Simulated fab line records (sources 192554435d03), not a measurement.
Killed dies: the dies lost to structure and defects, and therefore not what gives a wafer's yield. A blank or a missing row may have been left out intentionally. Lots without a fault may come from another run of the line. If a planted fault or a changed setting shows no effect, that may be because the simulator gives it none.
Problem report in the 8D (eight disciplines) form, filled by code	flow n5 finfet	the parts of the form that need people (team, actions taken, sign-off) are left out

1. PROBLEM STATEMENT
Mean of killed at front end at N5_PASSIVATION_PROBE_49: 151 over 3 wafers from 1 lot, against 38 (standard deviation 10) on wafers with no fault. That puts it +11 standard deviations away from the usual mean.
First observed at day 15 20:25: wafer L830.1, on prober-01. Wafers with a number at this step in the record: 39, from 13 lots. Rule for "out", or "out of limits": more than 4 standard deviations from the usual mean. Any other wafer with a number is counted as sound.

2. WHAT IT IS AND WHAT IT IS NOT
question	is	is not
which readings at this step	killed at front end	killed_at_M0_to_M3, killed at contacts, killed at other, killed open, sort_bin_6_memory, sort_bin_8_speed
which lots	L830	L815, L817, L818, L820, L823, L824, L826, L827, L828, L835, L836, L838
which wafers of those lots	all that have a number	-
read on which tools	prober-01	prober-02
when	from day 15 20:25	up to then (27 sound wafers); but 9 sound wafers of L835, L836, L838 came after

3. WHAT RULES OUT EACH SUSPECT
Counting: a tool at a process step up to the reading stays a suspect if it ran every lot that is out and no sound lot after the first of them.
- wet bench-01 at N5_HKMG_FIN_WET_ETCH_18 (etches TiN in SC1, time 55 s, target depth 5.2 nm, rinse time 30 s): kept. It ran the lot that is out, L830 (day 7 23:59), and no sound lot after that; its last sound lot up to then is L827 (day 7 07:46).
- pvd sputter-01 at N5_PASSIVATION_PRE_CLEAN_19: ruled out as a lasting fault. After its first lot that is out, L830 (day 15 13:44), sound lots L835, L836, L838 ran on it.
- pvd sputter-01 at N5_PASSIVATION_AL_DEP_21 (deposits Al, target thk 2800 nm, time 170 s): ruled out as a lasting fault. After its first lot that is out, L830 (day 15 13:53), sound lots L835, L836, L838 ran on it.
- prober-01 at N5_PASSIVATION_PROBE_49: ruled out as a lasting fault. After its first lot that is out, L830 (day 15 20:25), sound lots L835 ran on it.
The count leaves wet bench-01 at N5_HKMG_FIN_WET_ETCH_18.

4. THE CAUSE (what the simulator had put in)
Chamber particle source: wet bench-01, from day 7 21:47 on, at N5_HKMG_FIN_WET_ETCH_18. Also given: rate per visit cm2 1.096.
This tool alone remained once counting was done.

5. THE CHAIN OF EFFECTS, in route order
Each row: a reading whose mean over the struck wafers that have a number lies more than 3 standard deviations from the usual. Readings are gone through only where the record gives a usual standard deviation; hours: the median, over the lots, of the time from a lot's start at the first step in this table giving one to that lot's start at this step; sigmas: the change measured in usual standard deviations.
hours	step	reading	usual	on struck wafers	change	sigmas
0	N5_PASSIVATION_PROBE_49	defect limited yield	91.5 %	82.9	-8.6	-6.6
0	N5_PASSIVATION_PROBE_49	killed at front end	38	151	+113	+11
0	N5_PASSIVATION_PROBE_49	killed dies	101	202	+101	+6.3
0	N5_PASSIVATION_PROBE_49	sort_bin_5_function	5.0 %	10.7	+5.7	+6.6
0	N5_PASSIVATION_PROBE_49	sort n pass	1079	978	-101	-6.3
0	N5_PASSIVATION_PROBE_49	sort yield pct	91.5 %	82.9	-8.6	-6.6
The process steps in it:
- N5_PASSIVATION_PROBE_49

6. WHAT WOULD HAVE CAUGHT IT SOONER
The fault began at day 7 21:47; the first out-of-limits reading in this record came at day 15 20:25, 191 hours later.
The start of N5_HKMG_FIN_WET_ETCH_18 on wet bench-01 came by day 15 20:25 for every one of the lots that are out (1). Had the tool been put on hold then, not one of them would have been saved.
